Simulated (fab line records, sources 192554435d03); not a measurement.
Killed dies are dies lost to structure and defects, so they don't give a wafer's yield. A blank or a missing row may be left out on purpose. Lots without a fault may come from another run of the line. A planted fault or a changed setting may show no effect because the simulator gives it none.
Which tool did it? | flow n5_finfet | 14 lots, 41 wafers sampled, at 1 step of a route of 1938

WHAT THE GAUGES READ, wafer by wafer
N5_BEOL_M10_INSPECT_13: inspects for defects (brightfield). Usual: raw_defect_count 403, standard deviation 86.
lot  | measured     | on                | raw_defect_count | flag
L197 | day 9 23:38  | defect_inspect-02 | 449 453 568      |
L198 | day 10 16:51 | defect_inspect-01 | 270 295 230      |
L200 | day 10 22:31 | defect_inspect-01 | 381 472 394      |
L199 | day 10 22:40 | defect_inspect-02 | 532 625 527      |
L201 | day 11 11:14 | defect_inspect-02 | 359 407 314      |
L203 | day 12 01:33 | defect_inspect-02 | 360 389 249      |
L202 | day 12 02:35 | defect_inspect-02 | 439 457 452      |
L211 | day 14 00:22 | defect_inspect-02 | 485 317 539      |
L210 | day 14 00:33 | defect_inspect-02 | 403 358 522      |
L212 | day 14 08:58 | defect_inspect-02 | 387 412 393      |
L213 | day 14 09:45 | defect_inspect-02 | 400 435 485      |
L216 | day 15 02:44 | defect_inspect-01 | 370 397 494      |
L217 | day 15 02:57 | defect_inspect-01 | 449 390          |
L218 | day 15 09:13 | defect_inspect-02 | 352 399 521      |

WHICH TOOL RAN EACH LOT (tool, then ch and the chambers of the sampled wafers, then the start)
The record holds no process step before these readings.

WHAT THE TOOLS THEMSELVES READ (means of the sampled wafers that have a number; where no wafer has one, the mark that the record gives instead)
The record holds no such reading with a usual standard deviation.

THE ANSWER, worked out from the rows above alone
Rule: a lot is off if the mean of its wafers that have a number lies more than 3 standard deviations from the usual mean. A lot without any number at a reading at which 4 lots or more have one is off too. The other lots that the step has rows for count as sound. The gauges are gone through in route order, then the tools' own readings, and for those a lot's mean is taken as printed above. The first step at which some lot is off is used, and at that step the reading that is off furthest; a lot without a number counts as furthest.
No lot is off at any reading shown: from this, nothing can be told.

WHAT THE SIMULATOR HAD PUT IN
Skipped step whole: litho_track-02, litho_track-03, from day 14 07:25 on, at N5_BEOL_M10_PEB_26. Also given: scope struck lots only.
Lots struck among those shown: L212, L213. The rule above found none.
